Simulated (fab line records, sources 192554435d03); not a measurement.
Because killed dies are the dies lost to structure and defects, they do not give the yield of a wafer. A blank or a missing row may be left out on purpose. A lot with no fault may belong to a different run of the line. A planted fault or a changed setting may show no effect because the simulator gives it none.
Which tool was responsible? ; flow n5 finfet ; 9 lots, 27 wafers sampled, at 1 step of a route of 1938

WHAT THE GAUGES READ, wafer by wafer
N5_BEOL_M15_CD_MEAS_28: target cd 407.6 nm.
lot;measured;on;cd nm (nm)
L854;day 12 12:43;cd sem-02;407.1 406.6 407.5
L859;day 14 07:47;cd sem-02;408.3 406.1 408.4
L861;day 14 14:19;cd sem-02;407.3 408.4 408.8
L867;day 17 09:36;cd sem-01;404.3 407.3 406.6
L874;day 18 00:20;cd sem-02;405.8 408.8 406.8
L871;day 18 00:37;cd sem-01;405.8 405.4 409.0
L876;day 18 23:20;cd sem-02;407.8 405.3 404.9
L875;day 18 23:40;cd sem-03;405.6 406.2 407.0
L877;day 19 20:48;cd sem-02;406.5 408.5 405.2

TOOL THAT RAN EACH LOT (tool first, then ch and the chambers of the sampled wafers, then the start)
There is no process step in the record ahead of these readings.

THE ANSWER, worked out from the rows above alone
Rule: the lots themselves supply what counts as usual. Put in order of their means at a reading, lots are off if they are a third of the lots or fewer, leave a main group of 4 or more, and stand apart from it by a gap of 3 or more times the standard deviation of the main group's means; of several such gaps the widest counts. The tables above print the reading to a certain number of digits; a main group whose means all agree to those digits is not used. A lot without any number at a reading at which 4 lots or more have one is off too. Any other lot the step has rows for is counted as sound.
None of the lots is off at any reading shown; this tells nothing.

WHAT THE SIMULATOR PUT IN
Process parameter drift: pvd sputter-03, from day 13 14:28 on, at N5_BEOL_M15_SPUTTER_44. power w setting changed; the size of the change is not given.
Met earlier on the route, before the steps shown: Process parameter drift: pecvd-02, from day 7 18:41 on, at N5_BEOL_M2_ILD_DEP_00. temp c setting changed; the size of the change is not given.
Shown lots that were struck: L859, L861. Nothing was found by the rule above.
